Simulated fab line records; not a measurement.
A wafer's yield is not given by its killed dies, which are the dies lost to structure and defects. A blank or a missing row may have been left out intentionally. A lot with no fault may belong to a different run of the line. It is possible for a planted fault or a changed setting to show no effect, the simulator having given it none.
Check of tool commonality -- flow nand harc -- 14 lots and 42 wafers in the sample

REASON IT WAS OPENED
At NHARC_A_ONON_D2_THK_MEAS_05 the reading thk nm is flagged on 2 of 14 lots. Wafers without a fault read 1001 nm, standard deviation 8.4.
Rule: flag the lot when none of its wafers has a number, or when each of its wafers that has one lies beyond 4 standard deviations from that mean. All remaining lots are regarded as sound.

lot,measured,on,"thk nm (nm), wafer by wafer",flag
L554,day 12 17:49,film metro-01,1005 1006 1005,
L553,day 12 17:59,film metro-01,998 998 999,
L552,day 13 04:34,film metro-02,979 978 977,
L555,day 13 14:52,film metro-01,1012 1010 1009,
L556,day 13 14:56,film metro-02,1005 1005 1003,
L557,day 14 16:29,film metro-02,1000 999 1000,
L558,day 14 16:31,film metro-01,1017 1016 1016,
L559,day 16 01:02,film metro-01,998 997 998,
L562,day 16 01:47,film metro-02,991 989 990,
L564,day 17 10:02,film metro-01,993 994 994,
L566,day 18 07:29,film metro-02,1003 1002 1002,
L568,day 19 07:56,film metro-01,1010 1008 1010,
L572,day 20 13:10,film metro-01,1651 1650 1650,FLAGGED
L573,day 21 17:04,film metro-01,1655 1655 1656,FLAGGED
The numbers of the flagged lots are 1653 nm on average: +652 nm against the usual, or +78 standard deviations.

WHICH TOOL EACH LOT WENT THROUGH
Before the reading, the record contains 2 process steps out of a 1302-step route. Each cell gives the tool, then ch followed by the chambers the sampled wafers passed through, then the start.
lot,flag,NHARC_A_DECK1_JOINT_DEP_16,NHARC_A_ONON_D2_DEP_03
L554,,"pecvd-03 ch 1,2, day 12 16:21","pecvd onon-03 ch 0, day 12 17:18"
L553,,"pecvd-03 ch 0,1, day 12 16:31","pecvd onon-04 ch 0, day 12 17:32"
L552,,"pecvd-04 ch 0,2, day 13 03:09","pecvd onon-03 ch 0, day 13 04:10"
L555,,"pecvd-01 ch 0,1,2, day 13 13:28","pecvd onon-03 ch 0, day 13 14:25"
L556,,"pecvd-04 ch 0,2, day 13 13:28","pecvd onon-04 ch 0, day 13 14:25"
L557,,"pecvd-03 ch 0,1, day 14 15:02","pecvd onon-03 ch 0, day 14 16:02"
L558,,"pecvd-04 ch 0,1,2, day 14 15:02","pecvd onon-01 ch 0, day 14 16:01"
L559,,"pecvd-04 ch 0,1, day 15 23:34","pecvd onon-01 ch 0, day 16 00:30"
L562,,"pecvd-01 ch 1,2, day 16 00:16","pecvd onon-01 ch 0, day 16 01:17"
L564,,"pecvd-03 ch 0,1, day 17 08:38","pecvd onon-01 ch 0, day 17 09:32"
L566,,"pecvd-03 ch 0,1,2, day 18 05:47","pecvd onon-04 ch 0, day 18 06:59"
L568,,"pecvd-01 ch 0,2, day 19 06:28","pecvd onon-04 ch 0, day 19 07:25"
L572,FLAGGED,"pecvd-01 ch 0,1,2, day 20 11:43","pecvd onon-04 ch 0, day 20 12:40"
L573,FLAGGED,"pecvd-03 ch 1,2, day 21 15:39","pecvd onon-04 ch 0, day 21 16:40"
What is done by these steps:
- NHARC_A_DECK1_JOINT_DEP_16: deposits SiO2, target thk 45 nm.
- NHARC_A_ONON_D2_DEP_03: target thk 1000 nm.
- NHARC_A_ONON_D2_THK_MEAS_05: measures by ellipsometry.

FLAGGED OVER TOTAL, TOOL BY TOOL (the gauges that took the reading come last)
step,tool,lots run,flagged,share of the flagged lots,sound lots run after its first flagged lot
NHARC_A_DECK1_JOINT_DEP_16,pecvd-01,4,1,some,0
NHARC_A_DECK1_JOINT_DEP_16,pecvd-03,6,1,some,0
NHARC_A_DECK1_JOINT_DEP_16,pecvd-04,4,0,none,-
NHARC_A_ONON_D2_DEP_03,pecvd onon-01,4,0,none,-
NHARC_A_ONON_D2_DEP_03,pecvd onon-03,4,0,none,-
NHARC_A_ONON_D2_DEP_03,pecvd onon-04,6,2,all,0
NHARC_A_ONON_D2_THK_MEAS_05,film metro-01,9,2,all,0
NHARC_A_ONON_D2_THK_MEAS_05,film metro-02,5,0,none,-

WHAT IS ALLOWED BY THE TABLE
Rows of the table that ran all the flagged lots, 2 in number: pecvd onon-04 at NHARC_A_ONON_D2_DEP_03; film metro-01 at NHARC_A_ONON_D2_THK_MEAS_05.
- pecvd onon-04 at NHARC_A_ONON_D2_DEP_03: 2 of its 6 lots flagged. A fault beginning between L568 (day 19 07:25), its last sound lot, and L572 (day 20 12:40), its first flagged one, fits the data.
- film metro-01 at NHARC_A_ONON_D2_THK_MEAS_05: 2 of its 9 lots flagged. A fault beginning between L568 (day 19 07:56), its last sound lot, and L572 (day 20 13:10), its first flagged one, fits the data.
These 2 tools cannot be told apart by counting lots, since each of them fits a fault that started at some hour. More lots, or a look at what each step does to the wafer, might.

WHAT THE SIMULATOR HAD INSERTED
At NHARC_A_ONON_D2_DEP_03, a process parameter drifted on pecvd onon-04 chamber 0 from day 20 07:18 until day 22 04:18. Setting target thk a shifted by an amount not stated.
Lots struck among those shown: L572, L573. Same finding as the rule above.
